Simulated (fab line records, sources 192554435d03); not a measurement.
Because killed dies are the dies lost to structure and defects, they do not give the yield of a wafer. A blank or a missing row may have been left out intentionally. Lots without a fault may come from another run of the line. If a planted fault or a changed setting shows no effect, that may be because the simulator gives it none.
Chamber matching / flow n5-finfet / pecvd-03 running N5_BEOL_M10_ILD_DEP_00: 3 sister chambers
The step deposits SiCOH lowk from DEMS/porogen, target thk 308.51 nm, time 58 s. 3 wafers are shown with their chamber, then 8 later ones without.

== WAFERS PAIRED WITH THEIR CHAMBERS ==
wafer=L086.3; chamber=1; throttle-valve-pct (%)=13.9
wafer=L086.6; chamber=0; throttle-valve-pct (%)=13.9
wafer=L088.3; chamber=2; throttle-valve-pct (%)=13.0

== WAFERS WITH NO CHAMBER GIVEN ==
wafer=L088.5; throttle-valve-pct (%)=13.0
wafer=L088.6; throttle-valve-pct (%)=14.1
wafer=L093.3; throttle-valve-pct (%)=13.8
wafer=L093.5; throttle-valve-pct (%)=13.3
wafer=L093.6; throttle-valve-pct (%)=13.9
wafer=L079.1; throttle-valve-pct (%)=13.7
wafer=L079.2; throttle-valve-pct (%)=13.7
wafer=L079.6; throttle-valve-pct (%)=12.8

== WHICH CHAMBER EACH ONE RAN IN ==
wafer=L088.5; from the rows above=2; in truth=2
wafer=L088.6; from the rows above=can't be placed: 0 or 1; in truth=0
wafer=L093.3; from the rows above=can't be placed: 0 or 1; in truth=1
wafer=L093.5; from the rows above=can't be placed: 2 or 0 or 1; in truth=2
wafer=L093.6; from the rows above=can't be placed: 0 or 1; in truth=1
wafer=L079.1; from the rows above=can't be placed: 0 or 1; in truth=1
wafer=L079.2; from the rows above=can't be placed: 0 or 1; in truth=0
wafer=L079.6; from the rows above=2; in truth=2
2 of 8 placed correctly. From these rows, 6 cannot be placed; in 6 the true chamber is one of the candidates. Placed wrongly: 0.
How it was worked out, from the rows above alone: a wafer's distance from a chamber is the root of the sum, over the readings, of the square of ((its reading less the chamber's mean) divided by the reading's scatter). If the next closest chamber is less than 2 further off than the closest, the wafer can't be placed; otherwise it belongs to the closest. The mean given for a chamber averages the wafers shown for that chamber. The scatter (one wafer shown for each chamber): square how far every hidden wafer sits from the nearest shown wafer, average those squares and take the square root.
